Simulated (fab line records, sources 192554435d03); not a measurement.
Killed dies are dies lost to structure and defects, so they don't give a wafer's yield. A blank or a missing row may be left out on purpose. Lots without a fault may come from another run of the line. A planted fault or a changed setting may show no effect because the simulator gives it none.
Chamber matching | flow n5_finfet | N5_GATE_CUT_CMP_23 on cmp-02: 4 sister chambers
The step polishes, stops on SiO2, t overpolish 23.4 s, target thk 16 nm. 4 wafers are shown with their chamber, then 9 later ones without.

WAFERS WITH THEIR CHAMBER
wafer  | chamber | motor_current_A (A)
L081.3 | 2       | 10.0
L081.6 | 1       | 10.0
L082.5 | 0       | 9.7
L082.6 | 3       | 7.8

WAFERS WITHOUT THEIR CHAMBER
wafer  | motor_current_A (A)
L090.2 | 9.8
L090.3 | 7.9
L090.4 | 11.0
L094.1 | 9.4
L094.4 | 10.6
L094.5 | 10.6
L097.3 | 9.9
L097.5 | 9.7
L097.6 | 7.5

WHICH CHAMBER EACH WENT THROUGH
wafer  | from the rows above          | in truth
L090.2 | can't be placed: 0 or 1 or 2 | 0
L090.3 | 3                            | 3
L090.4 | can't be placed: 1 or 2 or 0 | 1
L094.1 | can't be placed: 0 or 1 or 2 | 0
L094.4 | can't be placed: 1 or 2 or 0 | 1
L094.5 | can't be placed: 1 or 2 or 0 | 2
L097.3 | can't be placed: 1 or 2 or 0 | 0
L097.5 | can't be placed: 0 or 1 or 2 | 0
L097.6 | 3                            | 3
Placed correctly: 2 of 9. Can't be placed from these rows: 7 (the true chamber is among the candidates in 7). Placed wrongly: 0.
How it was worked out, from the rows above alone: a wafer's distance from a chamber is the root of the sum, over the readings, of the square of ((its reading less the chamber's mean) divided by the reading's scatter). The wafer belongs to the nearest chamber; if the next one is less than 2 further off, it can't be placed. A chamber's mean is the mean of its shown wafers. The scatter: with one shown wafer a chamber, the root of the mean of the squares of how far each hidden wafer lies from its nearest shown one.
